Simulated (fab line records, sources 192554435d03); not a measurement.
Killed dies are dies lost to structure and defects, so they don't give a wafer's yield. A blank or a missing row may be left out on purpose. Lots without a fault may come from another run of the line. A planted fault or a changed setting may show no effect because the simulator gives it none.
fab line records | flow n5_finfet
record lots=5 wafers=15 last_day=18
route steps=1938 shown BEOL_M4@1065
lots that met no fault: from a run of the same line without faults
start_h: hours from the record's first day to the start of the lot's first wafer shown | wait_h: hours since the lot's step before | " the same as in the row above | L1.1+2: a row that stands for several wafers | - no value, or no start given | * or withheld: withheld | < > ~ a bound
route shown NAME@n: a module of which the file shows steps, and the number in the route of the first | usual: mean/standard deviation of fault-free wafers | same: alike in all rows | chamber/n: place in a boat | sites: the reading at each site | _std_site: their standard deviation | _edge_site: outer sites' mean less inner sites' | radius_mm: how far each site lies from the wafer's centre | mask NAME#n: copy n | behind: the tool/chamber that last shaped the wafer | hold: why the lot was held/for how many hours/how that ended | device: the transistor (n, p or np) that didn't switch | end of line: the same wafers' tests at the end of the route | a step without rows: its recipe alone | killed: dies lost to structure and defects at the first sort, not the wafer's yield | map: a wafer's dies, x killed, . not, _ none there
set.NAME: the setting as run; set.NAME@STEP: as run at that earlier step | model.NAME: the simulator's own value behind a step, which no gauge read
lots at some steps of the route; a table a step, a row a wafer
services: from which hour (start_h, from the record's first day; less than 0 if before it) a tool's chamber was out of use, for how many hours, and why
## steps
# step N5_BEOL_M4_STRIP_71
# recipe chemistry=N2/H2 temp_c=40 n2_flow_sccm=200 h2_flow_sccm=200 rf_frequency_hz=6e+07
# columns lot.wafer tool chamber start_h wait_h
L078.2+4+5 rie_diel-04 1,2,3 227.79 0.0
L083.4+5+6 rie_diel-06 3,2,3 256.37 0.0
L089.1+4+6 rie_diel-04 0,0,3 295.54 0.0
L091.2+3+5 rie_diel-03 1,0,0 298.33 0.0
L094.1+2+4 rie_diel-06 1,0,2 311.46 0.0
# step N5_BEOL_M4_STRIP_78
# recipe chemistry=N2/H2 temp_c=40 n2_flow_sccm=200 h2_flow_sccm=200 rf_frequency_hz=6e+07
# columns lot.wafer tool chamber start_h wait_h
L078.2+4+5 rie_diel-04 1,2,3 227.80 0.0
L083.4+5+6 rie_diel-06 3,2,3 256.38 0.0
L089.1+4+6 rie_diel-04 0,0,3 295.55 0.0
L091.2+3+5 rie_diel-03 1,0,0 298.34 0.0
L094.1+2+4 rie_diel-06 1,0,2 311.47 0.0
# step N5_BEOL_M4_VIA_ETCH_34
# recipe chemistry=C4F6/O2 target_depth_a=694 mask_material=SOC pressure_mtorr=15 ion_energy_ev=250 taper_deg=4 time_s=65.9 source_w=350 bias_w=170 Ar_flow_sccm=300 C4F6_flow_sccm=10 O2_flow_sccm=10
# usual drypump_motor_current_A=5.6/0.46 oes_ar_750_au=0.78/0.058 oes_product_au=0.78/0.062 rf_vpp_V=666/11 showerhead_plenum_p_Torr=2.83/0.097 throttle_valve_pct=30.77/0.22
# columns lot.wafer tool chamber start_h wait_h drypump_motor_current_A oes_ar_750_au oes_product_au rf_hours_counter_h rf_vpp_V showerhead_plenum_p_Torr throttle_valve_pct
L078.2 rie_diel-04 1 227.81 0.0 5.7 0.75 0.74 191 657 2.70 30.22
L078.4 " 2 " " 6.8 0.68 0.67 231 665 2.81 31.32
L078.5 " 3 " " 5.8 0.70 0.69 - 651 2.85 30.63
L083.4 rie_diel-06 3 256.39 0.0 4.9 0.89 0.89 52 677 3.03 31.07
L083.5 " 2 " " 5.3 0.95 0.94 - 668 2.90 30.68
L083.6 " 3 " " 4.9 0.89 0.90 - 679 3.03 31.09
L089.1 rie_diel-04 0 295.56 0.0 4.9 0.78 0.77 134 650 2.76 30.97
L089.4 " 0 " " 4.9 0.78 0.78 - 649 2.76 30.94
L089.6 " 3 " " 5.8 0.69 0.67 - 653 2.83 30.66
L091.2 rie_diel-03 1 298.35 0.0 6.3 0.75 0.76 138 680 2.87 30.75
L091.3 " 0 " " 5.1 0.76 0.75 149 667 2.95 30.91
L091.5 " 0 " " 5.2 0.75 0.74 - 667 2.95 30.92
L094.1 rie_diel-06 1 311.48 0.0 5.9 0.85 0.84 81 673 3.00 30.83
L094.2 " 0 " " 5.3 0.84 0.84 62 663 2.86 30.58
L094.4 " 2 " " 5.3 0.90 0.90 26 668 2.89 30.70
# step N5_BEOL_M4_STRIP_83
# recipe chemistry=C4F6/O2 resist=SiARC rf_frequency_hz=6e+07
# columns lot.wafer tool chamber start_h wait_h
L078.2+4+5 rie_diel-04 1,2,3 227.86 0.0
L083.4+5+6 rie_diel-06 3,2,3 256.44 0.0
L089.1+4+6 rie_diel-04 0,0,3 295.61 0.0
L091.2+3+5 rie_diel-03 1,0,0 298.40 0.0
L094.1+2+4 rie_diel-06 1,0,2 311.53 0.0
# step N5_BEOL_M4_STRIP_36
# recipe chemistry=N2/H2 power_w=450 temp_c=40 pressure_mtorr=20 rf_frequency_hz=6e+07 overash_fraction=0.3 bias_power_w=7 h2_frac=0.5 n2_flow_sccm=200 h2_flow_sccm=200
# usual drypump_motor_current_A=5.6/0.46 oes_product_au=0.78/0.061 rf_vpp_V=59.0/1.5 showerhead_plenum_p_Torr=2.51/0.084 throttle_valve_pct=23.52/0.28
# same overash_fraction=0.3
# columns lot.wafer tool chamber start_h wait_h drypump_motor_current_A oes_product_au rf_hours_counter_h rf_vpp_V showerhead_plenum_p_Torr throttle_valve_pct
L078.2 rie_diel-04 1 227.87 0.0 5.7 0.73 191 60.4 2.42 23.11
L078.4 " 2 " " 6.8 0.66 231 56.9 2.50 24.07
L078.5 " 3 " " 5.8 0.69 - 61.6 2.51 23.19
L083.4 rie_diel-06 3 256.45 0.0 5.0 0.90 52 59.2 2.67 23.42
L083.5 " 2 " " 5.3 0.94 - 60.6 2.57 23.30
L083.6 " 3 " " 5.0 0.89 - 59.3 2.67 23.41
L089.1 rie_diel-04 0 295.62 0.0 4.9 0.78 134 59.1 2.43 23.74
L089.4 " 0 " " 5.0 0.78 - 60.6 2.43 23.74
L089.6 " 3 " " 5.8 0.67 - 58.6 2.50 23.24
L091.2 rie_diel-03 1 298.41 0.0 6.3 0.76 138 57.1 2.53 23.11
L091.3 " 0 " " 5.2 0.74 149 57.3 2.62 23.51
L091.5 " 0 " " 5.2 0.74 - 59.2 2.62 23.57
L094.1 rie_diel-06 1 311.54 0.0 5.9 0.84 81 57.2 2.68 23.61
L094.2 " 0 " " 5.3 0.84 62 57.7 2.57 23.78
L094.4 " 2 " " 5.4 0.89 26 60.5 2.57 23.34
# step N5_BEOL_M4_TRENCH_ETCH_37
# recipe chemistry=C4F6/O2 target_depth_a=555.55 target=SiOC time_s=29.2 ion_energy_ev=250 pressure_mtorr=30 source_w=355 bias_w=185 Ar_flow_sccm=300 C4F6_flow_sccm=10 O2_flow_sccm=10
# usual drypump_motor_current_A=5.6/0.47 oes_ar_750_au=0.78/0.058 oes_product_au=0.78/0.062 rf_vpp_V=666/11 showerhead_plenum_p_Torr=2.83/0.097 throttle_valve_pct=20.86/0.19
# columns lot.wafer tool chamber start_h wait_h drypump_motor_current_A oes_ar_750_au oes_product_au rf_hours_counter_h rf_vpp_V showerhead_plenum_p_Torr throttle_valve_pct
L078.2 rie_diel-04 1 - - 5.7 0.75 0.74 191 658 2.71 20.49
L078.4 " 2 " " 6.8 0.67 0.67 231 665 2.82 21.38
L078.5 " 3 " " 5.8 0.71 0.69 - 652 2.85 20.87
L083.4 rie_diel-06 3 - - 4.9 0.89 0.89 52 678 3.03 21.16
L083.5 " 2 " " 5.4 0.95 0.95 - 666 2.90 20.71
L083.6 " 3 " " 5.0 0.89 0.90 - 677 3.03 21.18
L089.1 rie_diel-04 0 - - 5.0 0.78 0.77 134 650 2.76 21.06
L089.4 " 0 " " 4.9 0.78 0.77 - 650 2.76 21.04
L089.6 " 3 " " 5.8 0.69 0.67 - 653 2.84 20.90
L091.2 rie_diel-03 1 - - 6.3 0.76 0.77 138 678 2.87 20.72
L091.3 " 0 " " 5.2 0.76 0.74 149 665 2.95 20.96
L091.5 " 0 " " 5.2 0.76 0.75 - 666 2.95 20.96
L094.1 rie_diel-06 1 - - 5.9 0.85 0.84 81 673 3.00 20.85
L094.2 " 0 " " 5.3 0.85 0.83 62 665 2.86 20.74
L094.4 " 2 " " 5.4 0.90 0.90 26 667 2.89 20.73
# step N5_BEOL_M4_ETCH_41
# recipe chemistry=CH3F/O2 target=SiCN target_depth_a=299 taper_deg=2 time_s=52.5 ion_energy_ev=120 mask_material=TiN pressure_mtorr=30 source_w=395 bias_w=75 Ar_flow_sccm=150 CH3F_flow_sccm=30 O2_flow_sccm=20
# usual drypump_motor_current_A=5.6/0.46 oes_product_au=0.78/0.062 rf_vpp_V=297.0/1.8 showerhead_plenum_p_Torr=1.99/0.07 throttle_valve_pct=16.32/0.17
# columns lot.wafer tool chamber start_h wait_h drypump_motor_current_A oes_product_au rf_hours_counter_h rf_vpp_V showerhead_plenum_p_Torr throttle_valve_pct
L078.2 rie_diel-04 1 - - 5.7 0.74 191 293.4 1.90 16.03
L078.4 " 2 " " 6.8 0.66 231 297.5 1.98 16.83
L078.5 " 3 " " 5.8 0.70 - 297.8 2.00 16.31
L083.4 rie_diel-06 3 - - 5.0 0.89 52 299.6 2.13 16.54
L083.5 " 2 " " 5.3 0.95 - 297.9 2.04 16.13
L083.6 " 3 " " 5.0 0.89 - 299.6 2.13 16.54
L089.1 rie_diel-04 0 - - 5.0 0.76 134 295.9 1.94 16.48
L089.4 " 0 " " 4.9 0.77 - 294.2 1.94 16.46
L089.6 " 3 " " 5.8 0.67 - 296.0 1.99 16.38
L091.2 rie_diel-03 1 - - 6.3 0.76 138 296.4 2.02 16.17
L091.3 " 0 " " 5.2 0.74 149 299.1 2.08 16.43
L091.5 " 0 " " 5.2 0.75 - 298.5 2.08 16.44
L094.1 rie_diel-06 1 - - 5.9 0.84 81 300.4 2.11 16.24
L094.2 " 0 " " 5.3 0.85 62 298.6 2.01 16.19
L094.4 " 2 " " 5.3 0.89 27 297.9 2.04 16.13
# step N5_BEOL_M4_STRIP_97
# recipe chemistry=N2/H2 time_s=10 power_w=450 temp_c=40 pressure_mtorr=20 rf_frequency_hz=6e+07 bias_power_w=7 n2_flow_sccm=200 h2_flow_sccm=200
# usual drypump_motor_current_A=5.6/0.46 oes_product_au=0.78/0.06 rf_vpp_V=59.0/0.89 showerhead_plenum_p_Torr=2.51/0.084 throttle_valve_pct=23.51/0.28
# columns lot.wafer tool chamber start_h wait_h drypump_motor_current_A oes_product_au rf_hours_counter_h rf_vpp_V showerhead_plenum_p_Torr throttle_valve_pct
L078.2 rie_diel-04 1 - - 5.7 0.73 191 59.7 2.42 23.11
L078.4 " 2 " " 6.8 0.67 231 60.6 2.50 24.07
L078.5 " 3 " " 5.8 0.70 - 57.6 2.51 23.17
L083.4 rie_diel-06 3 - - 5.0 0.89 52 59.0 2.67 23.44
L083.5 " 2 " " 5.4 0.94 - 59.2 2.57 23.33
L083.6 " 3 " " 5.0 0.88 - 58.3 2.67 23.41
L089.1 rie_diel-04 0 - - 5.0 0.78 134 59.8 2.43 23.73
L089.4 " 0 " " 5.0 0.77 - 60.4 2.43 23.74
L089.6 " 3 " " 5.8 0.67 - 58.8 2.50 23.21
L091.2 rie_diel-03 1 - - 6.3 0.76 138 61.4 2.53 23.10
L091.3 " 0 " " 5.2 0.74 149 60.6 2.62 23.57
L091.5 " 0 " " 5.2 0.74 - 60.0 2.62 23.57
L094.1 rie_diel-06 1 - - 5.9 0.84 81 60.4 2.68 23.59
L094.2 " 0 " " 5.3 0.84 62 58.8 2.57 23.74
L094.4 " 2 " " 5.4 0.89 27 59.1 2.57 23.34
# step N5_BEOL_M4_OCD_MEAS_38
# usual trench_depth_nm=55.2/0.85
# columns lot.wafer tool chamber start_h wait_h trench_depth_nm
L078.2 ocd-02 - 228.07 - 55.4
L078.4 " - " " 54.1
L078.5 " - " " 54.3
L083.4 ocd-02 - 256.65 - 56.8
L083.5 " - " " 56.9
L083.6 " - " " 56.8
L089.1 ocd-02 - 295.81 - 54.6
L089.4 " - " " 55.1
L089.6 " - " " 54.2
L091.2 ocd-01 - 298.60 - 56.2
L091.3 " - " " 54.7
L091.5 " - " " 54.9
L094.1 ocd-02 - 311.74 - 55.0
L094.2 " - " " 54.8
L094.4 " - " " 56.7
# step N5_BEOL_M4_HM_STRIP_39
# recipe chemistry=peroxide_tin_strip material=TiN target_depth_a=250 temp_c=50 time_s=158
# columns lot.wafer tool chamber start_h wait_h
L078.2+4+5 wet_bench-05 1,0,2 228.10 0.0
L083.4+5+6 wet_bench-01 1,4,7 256.68 0.0
L089.1+4+6 wet_bench-02 5,1,3 295.85 0.0
L091.2+3+5 wet_bench-01 3,1,5 298.64 0.0
L094.1+2+4 wet_bench-05 4,0,3 311.77 0.0
# step N5_BEOL_M4_SRD_40
# recipe time_s=30 temp_c=23 rinse_liquid=diw dry=ipa_marangoni
# columns lot.wafer tool chamber start_h wait_h
L078.2+4+5 wet_bench-05 1,0,2 228.15 0.0
L083.4+5+6 wet_bench-01 1,4,7 256.73 0.0
L089.1+4+6 wet_bench-02 5,1,3 295.89 0.0
L091.2+3+5 wet_bench-01 3,1,5 298.68 0.0
L094.1+2+4 wet_bench-05 4,0,3 311.82 0.0
# step N5_BEOL_M4_PRECLEAN_42
# recipe chemistry=residue_remover time_s=60 temp_c=40
# columns lot.wafer tool chamber start_h wait_h
L078.2+4+5 wet_bench-05 1,0,2 228.16 0.0
L083.4+5+6 wet_bench-01 1,4,7 256.75 0.0
L089.1+4+6 wet_bench-02 5,1,3 295.91 0.0
L091.2+3+5 wet_bench-01 3,1,5 298.70 0.0
L094.1+2+4 wet_bench-05 4,0,3 311.83 0.0
# step N5_BEOL_M4_SRD_43
# recipe time_s=30 temp_c=23 rinse_liquid=diw dry=ipa_marangoni
# columns lot.wafer tool chamber start_h wait_h
L078.2+4+5 wet_bench-05 1,0,2 228.18 0.0
L083.4+5+6 wet_bench-01 1,4,7 256.76 0.0
L089.1+4+6 wet_bench-02 5,1,3 295.93 0.0
L091.2+3+5 wet_bench-01 3,1,5 298.72 0.0
L094.1+2+4 wet_bench-05 4,0,3 311.85 0.0
# step N5_BEOL_M4_CD_MEAS_35
# recipe target_cd_nm=18 target_cd_y_nm=22.4 polarity=opening
# usual cd_nm=18.2/0.35
# columns lot.wafer tool chamber start_h wait_h cd_nm
L078.2 cd_sem-02 - 228.22 0.0 17.5
L078.4 " - " " 17.8
L078.5 " - " " 17.9
L083.4 cd_sem-03 - 256.81 0.0 18.3
L083.5 " - " " 18.7
L083.6 " - " " 18.6
L089.1 cd_sem-02 - 295.97 0.0 18.1
L089.4 " - " " 18.3
L089.6 " - " " 18.3
L091.2 cd_sem-02 - 298.76 0.0 17.7
L091.3 " - " " 18.1
L091.5 " - " " 18.1
L094.1 cd_sem-02 - 311.89 0.0 18.1
L094.2 " - " " 17.9
L094.4 " - " " 18.6
# step N5_BEOL_M4_DEGAS_44
# recipe ambient=vacuum temp_c=250 time_s=60
# usual heater_power_w=339/23
# columns lot.wafer tool chamber start_h wait_h heater_power_w
L078.2 pvd_sputter-03 - 228.49 0.3 375
L078.4 " - " " 373
L078.5 " - " " 370
L083.4 pvd_sputter-01 - 257.26 0.5 343
L083.5 " - " " 321
L083.6 " - " " 339
L089.1 pvd_sputter-01 - 296.02 0.0 321
L089.4 " - " " 348
L089.6 " - " " 319
L091.2 pvd_sputter-03 - 299.12 0.4 366
L091.3 " - " " 379
L091.5 " - " " 372
L094.1 pvd_sputter-03 - 312.32 0.4 370
L094.2 " - " " 321
L094.4 " - " " 314
# step N5_BEOL_M4_PRE_CLEAN_45
# recipe gas=H2/He time_s=30 temp_c=250
# usual heater_power_w=339/22
# columns lot.wafer tool chamber start_h wait_h heater_power_w
L078.2 pvd_sputter-03 - 228.53 0.0 361
L078.4 " - " " 373
L078.5 " - " " 372
L083.4 pvd_sputter-01 - 257.30 0.0 340
L083.5 " - " " 323
L083.6 " - " " 346
L089.1 pvd_sputter-01 - 296.06 0.0 318
L089.4 " - " " 333
L089.6 " - " " 329
L091.2 pvd_sputter-03 - 299.16 0.0 363
L091.3 " - " " 374
L091.5 " - " " 370
L094.1 pvd_sputter-03 - 312.36 0.0 367
L094.2 " - " " 329
L094.4 " - " " 325
# step N5_BEOL_M4_ALD_84
# recipe material=TaN target_thk_a=* temp_c=275 ald_precursor_family=PDMAT ald_co_reactant=NH3 pressure_torr=3 carrier_flow_sccm=1500 pulse_time_s=2 purge_time_s=3 co_reactant_purge_time_s=2 co_reactant_pulse_time_s=3 ald_cycles=30 precursor_vessel_temp_c=75 precursor_vessel_pressure_torr=26.25 precursor_vessel_carrier_sccm=1000
# usual heater_power_outer_w=212/31 heater_power_w=384/53 mfc_carrier_sccm=1501/4.5
# columns lot.wafer tool chamber start_h wait_h heater_power_outer_w heater_power_w mfc_carrier_sccm
L078.2 ald_metal-02 2 228.67 0.1 180 332 1499
L078.4 " 0 " " 207 361 1494
L078.5 " 3 " " 229 441 1496
L083.4 ald_metal-01 0 257.38 0.1 257 439 1499
L083.5 " 0 " " 255 442 1498
L083.6 " 1 " " 287 511 1503
L089.1 ald_metal-04 2 296.12 0.0 189 361 1508
L089.4 " 1 " " 209 375 1500
L089.6 " 1 " " 210 387 1497
L091.2 ald_metal-02 1 299.24 0.1 169 306 1501
L091.3 " 3 " " 233 428 1497
L091.5 " 2 " " 180 338 1499
L094.1 ald_metal-01 3 312.48 0.1 209 366 1495
L094.2 " 2 " " 210 396 1493
L094.4 " 0 " " 248 450 1494
# step N5_BEOL_M4_SURFACE_TREAT_85
# recipe gas=Ar time_s=* ion_energy_ev=* ion_current_ma_cm2=0.5 pressure_mtorr=* ar_flow_sccm=30
# usual throttle_valve_pct=*
# columns lot.wafer tool chamber start_h wait_h throttle_valve_pct
L078.2 pvd_sputter-02 - 228.96 0.2 *
L078.4 " - " " *
L078.5 " - " " *
L083.4 pvd_sputter-01 - 257.74 0.3 *
L083.5 " - " " *
L083.6 " - " " *
L089.1 pvd_sputter-01 - 296.36 0.1 *
L089.4 " - " " *
L089.6 " - " " *
L091.2 pvd_sputter-01 - 299.58 0.2 *
L091.3 " - " " *
L091.5 " - " " *
L094.1 pvd_sputter-03 - 312.74 0.2 *
L094.2 " - " " *
L094.4 " - " " *
# step N5_BEOL_M4_CVD_47
# recipe material=Co target_thk_a=30 temp_c=withheld precursor=CCTBA/H2 pressure_torr=30 time_s=223.8
# columns lot.wafer tool chamber start_h wait_h
L078.2+4+5 cvd_co-02 0,2,0 229.14 0.2
L083.4+5+6 cvd_co-02 2,0,1 257.95 0.2
L089.1+4+6 cvd_co-01 1,0,1 296.42 0.0
L091.2+3+5 cvd_co-02 1,0,2 299.64 0.0
L094.1+2+4 cvd_co-01 1,2,1 312.80 0.0
# step N5_BEOL_M4_SPUTTER_48
# recipe material=Cu target_thk_a=45 temp_c=-20 chamber_pressure_pa=0.07 power_w=withheld time_s=8.29
# usual throttle_valve_pct=29.6/1.1
# columns lot.wafer tool chamber start_h wait_h throttle_valve_pct
L078.2 pvd_sputter-03 - 229.30 0.1 30.4
L078.4 " - " " 28.5
L078.5 " - " " 30.5
L083.4 pvd_sputter-02 - 258.20 0.2 28.6
L083.5 " - " " 28.9
L083.6 " - " " 28.3
L089.1 pvd_sputter-02 - 296.58 0.1 30.1
L089.4 " - " " 29.4
L089.6 " - " " 28.8
L091.2 pvd_sputter-03 - 299.80 0.1 30.4
L091.3 " - " " 28.6
L091.5 " - " " 29.3
L094.1 pvd_sputter-03 - 313.04 0.2 29.4
L094.2 " - " " 30.2
L094.4 " - " " 28.0
# step N5_BEOL_M4_ANNEAL_49
# recipe temp_c=400 time_s=240 ambient=vacuum
# usual heater_power_w=843/56
# columns lot.wafer tool chamber start_h wait_h heater_power_w
L078.2 pvd_sputter-03 - 229.38 0.0 803
L078.4 " - " " 918
L078.5 " - " " 820
L083.4 pvd_sputter-02 - 258.28 0.0 850
L083.5 " - " " 840
L083.6 " - " " 836
L089.1 pvd_sputter-02 - 296.66 0.0 951
L089.4 " - " " 767
L089.6 " - " " 830
L091.2 pvd_sputter-03 - 299.88 0.0 793
L091.3 " - " " 927
L091.5 " - " " 766
L094.1 pvd_sputter-03 - 313.12 0.0 804
L094.2 " - " " 811
L094.4 " - " " 922
# step N5_BEOL_M4_SPUTTER_79
# recipe material=Cu target_thk_a=45 temp_c=-20 chamber_pressure_pa=0.07 power_w=withheld time_s=8.29
# usual throttle_valve_pct=29.6/1.1
# columns lot.wafer tool chamber start_h wait_h throttle_valve_pct
L078.2 pvd_sputter-03 - 229.52 0.1 30.4
L078.4 " - " " 28.2
L078.5 " - " " 30.0
L083.4 pvd_sputter-02 - 258.42 0.1 28.9
L083.5 " - " " 28.9
L083.6 " - " " 28.3
L089.1 pvd_sputter-02 - 296.80 0.1 30.3
L089.4 " - " " 29.4
L089.6 " - " " 28.7
L091.2 pvd_sputter-03 - 300.02 0.1 30.3
L091.3 " - " " 28.2
L091.5 " - " " 29.1
L094.1 pvd_sputter-03 - 313.26 0.1 29.5
L094.2 " - " " 30.3
L094.4 " - " " 28.0
# step N5_BEOL_M4_ANNEAL_80
# recipe temp_c=400 time_s=240 ambient=vacuum
# usual heater_power_w=844/55
# columns lot.wafer tool chamber start_h wait_h heater_power_w
L078.2 pvd_sputter-03 - 229.60 0.0 812
L078.4 " - " " 934
L078.5 " - " " 807
L083.4 pvd_sputter-02 - 258.50 0.0 828
L083.5 " - " " 823
L083.6 " - " " 835
L089.1 pvd_sputter-02 - 296.88 0.0 937
L089.4 " - " " 769
L089.6 " - " " 854
L091.2 pvd_sputter-03 - 300.10 0.0 790
L091.3 " - " " 921
L091.5 " - " " 809
L094.1 pvd_sputter-03 - 313.34 0.0 796
L094.2 " - " " 794
L094.4 " - " " 923
# step N5_BEOL_M4_SPUTTER_81
# recipe material=Cu target_thk_a=45 temp_c=-20 chamber_pressure_pa=0.07 power_w=withheld time_s=8.29
# usual throttle_valve_pct=29.6/1
# columns lot.wafer tool chamber start_h wait_h throttle_valve_pct
L078.2 pvd_sputter-03 - 229.74 0.1 30.4
L078.4 " - " " 28.5
L078.5 " - " " 30.3
L083.4 pvd_sputter-02 - 258.64 0.1 28.9
L083.5 " - " " 28.9
L083.6 " - " " 28.3
L089.1 pvd_sputter-02 - 297.02 0.1 30.4
L089.4 " - " " 29.8
L089.6 " - " " 28.6
L091.2 pvd_sputter-03 - 300.24 0.1 30.3
L091.3 " - " " 28.4
L091.5 " - " " 29.4
L094.1 pvd_sputter-03 - 313.48 0.1 29.4
L094.2 " - " " 30.4
L094.4 " - " " 28.1
# step N5_BEOL_M4_ANNEAL_82
# recipe temp_c=400 time_s=240 ambient=vacuum
# usual heater_power_w=845/56
# columns lot.wafer tool chamber start_h wait_h heater_power_w
L078.2 pvd_sputter-03 - 229.82 0.0 807
L078.4 " - " " 941
L078.5 " - " " 776
L083.4 pvd_sputter-02 - 258.72 0.0 843
L083.5 " - " " 849
L083.6 " - " " 818
L089.1 pvd_sputter-02 - 297.10 0.0 928
L089.4 " - " " 771
L089.6 " - " " 829
L091.2 pvd_sputter-03 - 300.32 0.0 795
L091.3 " - " " 919
L091.5 " - " " 809
L094.1 pvd_sputter-03 - 313.56 0.0 788
L094.2 " - " " 782
L094.4 " - " " 902
# step N5_BEOL_M4_SPUTTER_86
# recipe material=Cu target_thk_a=45 temp_c=-20 chamber_pressure_pa=0.07 power_w=withheld time_s=8.29
# usual throttle_valve_pct=29.6/1
# columns lot.wafer tool chamber start_h wait_h throttle_valve_pct
L078.2 pvd_sputter-03 - 229.96 0.1 30.4
L078.4 " - " " 28.2
L078.5 " - " " 30.2
L083.4 pvd_sputter-02 - 258.86 0.1 28.6
L083.5 " - " " 28.8
L083.6 " - " " 28.5
L089.1 pvd_sputter-02 - 297.24 0.1 30.2
L089.4 " - " " 29.6
L089.6 " - " " 29.0
L091.2 pvd_sputter-03 - 300.46 0.1 30.5
L091.3 " - " " 28.3
L091.5 " - " " 29.4
L094.1 pvd_sputter-03 - 313.70 0.1 29.4
L094.2 " - " " 30.3
L094.4 " - " " 28.4
# step N5_BEOL_M4_ANNEAL_87
# recipe temp_c=400 time_s=240 ambient=vacuum
# usual heater_power_w=845/57
# columns lot.wafer tool chamber start_h wait_h heater_power_w
L078.2 pvd_sputter-03 - 230.04 0.0 789
L078.4 " - " " 931
L078.5 " - " " 779
L083.4 pvd_sputter-02 - 258.94 0.0 843
L083.5 " - " " 844
L083.6 " - " " 825
L089.1 pvd_sputter-02 - 297.32 0.0 909
L089.4 " - " " 762
L089.6 " - " " 848
L091.2 pvd_sputter-03 - 300.54 0.0 804
L091.3 " - " " 929
L091.5 " - " " 806
L094.1 pvd_sputter-03 - 313.78 0.0 783
L094.2 " - " " 801
L094.4 " - " " 923
# step N5_BEOL_M4_SPUTTER_88
# recipe material=Cu target_thk_a=45 temp_c=-20 chamber_pressure_pa=0.07 power_w=withheld time_s=8.29
# usual throttle_valve_pct=29.6/1
# columns lot.wafer tool chamber start_h wait_h throttle_valve_pct
L078.2 pvd_sputter-03 - 230.18 0.1 30.2
L078.4 " - " " 28.4
L078.5 " - " " 30.2
L083.4 pvd_sputter-02 - 259.08 0.1 29.1
L083.5 " - " " 28.6
L083.6 " - " " 28.5
L089.1 pvd_sputter-02 - 297.46 0.1 30.3
L089.4 " - " " 29.4
L089.6 " - " " 29.0
L091.2 pvd_sputter-03 - 300.68 0.1 30.2
L091.3 " - " " 28.0
L091.5 " - " " 29.4
L094.1 pvd_sputter-03 - 313.92 0.1 29.4
L094.2 " - " " 30.4
L094.4 " - " " 28.4
# step N5_BEOL_M4_ANNEAL_89
# recipe temp_c=400 time_s=240 ambient=vacuum
# usual heater_power_w=843/56
# columns lot.wafer tool chamber start_h wait_h heater_power_w
L078.2 pvd_sputter-03 - 230.26 0.0 789
L078.4 " - " " 937
L078.5 " - " " 787
L083.4 pvd_sputter-02 - 259.16 0.0 831
L083.5 " - " " 832
L083.6 " - " " 814
L089.1 pvd_sputter-02 - 297.54 0.0 931
L089.4 " - " " 770
L089.6 " - " " 851
L091.2 pvd_sputter-03 - 300.76 0.0 807
L091.3 " - " " 916
L091.5 " - " " 783
L094.1 pvd_sputter-03 - 314.00 0.0 802
L094.2 " - " " 809
L094.4 " - " " 927
# step N5_BEOL_M4_SPUTTER_90
# recipe material=Cu target_thk_a=45 temp_c=-20 chamber_pressure_pa=0.07 power_w=withheld time_s=8.29
# usual throttle_valve_pct=29.6/1
# columns lot.wafer tool chamber start_h wait_h throttle_valve_pct
L078.2 pvd_sputter-03 - 230.40 0.1 30.2
L078.4 " - " " 28.6
L078.5 " - " " 30.2
L083.4 pvd_sputter-02 - 259.30 0.1 28.6
L083.5 " - " " 28.8
L083.6 " - " " 28.3
L089.1 pvd_sputter-02 - 297.68 0.1 30.3
L089.4 " - " " 29.5
L089.6 " - " " 28.8
L091.2 pvd_sputter-03 - 300.90 0.1 30.3
L091.3 " - " " 28.1
L091.5 " - " " 29.2
L094.1 pvd_sputter-03 - 314.14 0.1 29.4
L094.2 " - " " 30.4
L094.4 " - " " 28.3
# step N5_BEOL_M4_ANNEAL_91
# recipe temp_c=400 time_s=240 ambient=vacuum
# usual heater_power_w=845/56
# columns lot.wafer tool chamber start_h wait_h heater_power_w
L078.2 pvd_sputter-03 - 230.48 0.0 794
L078.4 " - " " 946
L078.5 " - " " 789
L083.4 pvd_sputter-02 - 259.38 0.0 813
L083.5 " - " " 845
L083.6 " - " " 817
L089.1 pvd_sputter-02 - 297.76 0.0 903
L089.4 " - " " 793
L089.6 " - " " 866
L091.2 pvd_sputter-03 - 300.98 0.0 793
L091.3 " - " " 910
L091.5 " - " " 801
L094.1 pvd_sputter-03 - 314.22 0.0 794
L094.2 " - " " 793
L094.4 " - " " 925
# step N5_BEOL_M4_SPUTTER_92
# recipe material=Cu target_thk_a=45 temp_c=-20 chamber_pressure_pa=0.07 power_w=withheld time_s=8.29
# usual throttle_valve_pct=29.6/1
# columns lot.wafer tool chamber start_h wait_h throttle_valve_pct
L078.2 pvd_sputter-03 - 230.62 0.1 30.2
L078.4 " - " " 28.2
L078.5 " - " " 30.1
L083.4 pvd_sputter-02 - 259.52 0.1 28.7
L083.5 " - " " 28.8
L083.6 " - " " 28.2
L089.1 pvd_sputter-02 - 297.90 0.1 30.1
L089.4 " - " " 29.5
L089.6 " - " " 28.8
L091.2 pvd_sputter-03 - 301.12 0.1 29.9
L091.3 " - " " 28.2
L091.5 " - " " 29.2
L094.1 pvd_sputter-03 - 314.36 0.1 29.4
L094.2 " - " " 30.4
L094.4 " - " " 28.2
# step N5_BEOL_M4_ANNEAL_93
# recipe temp_c=400 time_s=240 ambient=vacuum
# usual heater_power_w=845/56
# columns lot.wafer tool chamber start_h wait_h heater_power_w
L078.2 pvd_sputter-03 - 230.70 0.0 799
L078.4 " - " " 904
L078.5 " - " " 790
L083.4 pvd_sputter-02 - 259.60 0.0 844
L083.5 " - " " 864
L083.6 " - " " 821
L089.1 pvd_sputter-02 - 297.98 0.0 915
L089.4 " - " " 764
L089.6 " - " " 860
L091.2 pvd_sputter-03 - 301.20 0.0 776
L091.3 " - " " 937
L091.5 " - " " 796
L094.1 pvd_sputter-03 - 314.44 0.0 808
L094.2 " - " " 823
L094.4 " - " " 937
## services
# columns tool chamber start_h hours kind
ald_metal-04 - 206.18 28.1 pm
rie_diel-06 2 215.81 - clean
rie_diel-06 2 215.81 - consumable_replace:focus_ring
rie_diel-06 2 215.81 15.1 scheduled_down
rie_diel-06 2 215.81 15.1 vent_cycle
ald_metal-02 3 232.45 10.4 repair
wet_bench-05 - 239.02 1.1 repair
rie_diel-03 1 265.87 8.3 repair
ald_metal-02 1 280.75 5.6 repair
rie_diel-04 2 281.12 - clean
rie_diel-04 2 281.12 - consumable_replace:focus_ring
rie_diel-04 2 281.12 32.3 scheduled_down
rie_diel-04 2 281.12 32.3 vent_cycle
rie_diel-03 0 314.36 19.1 repair
## key
fault none
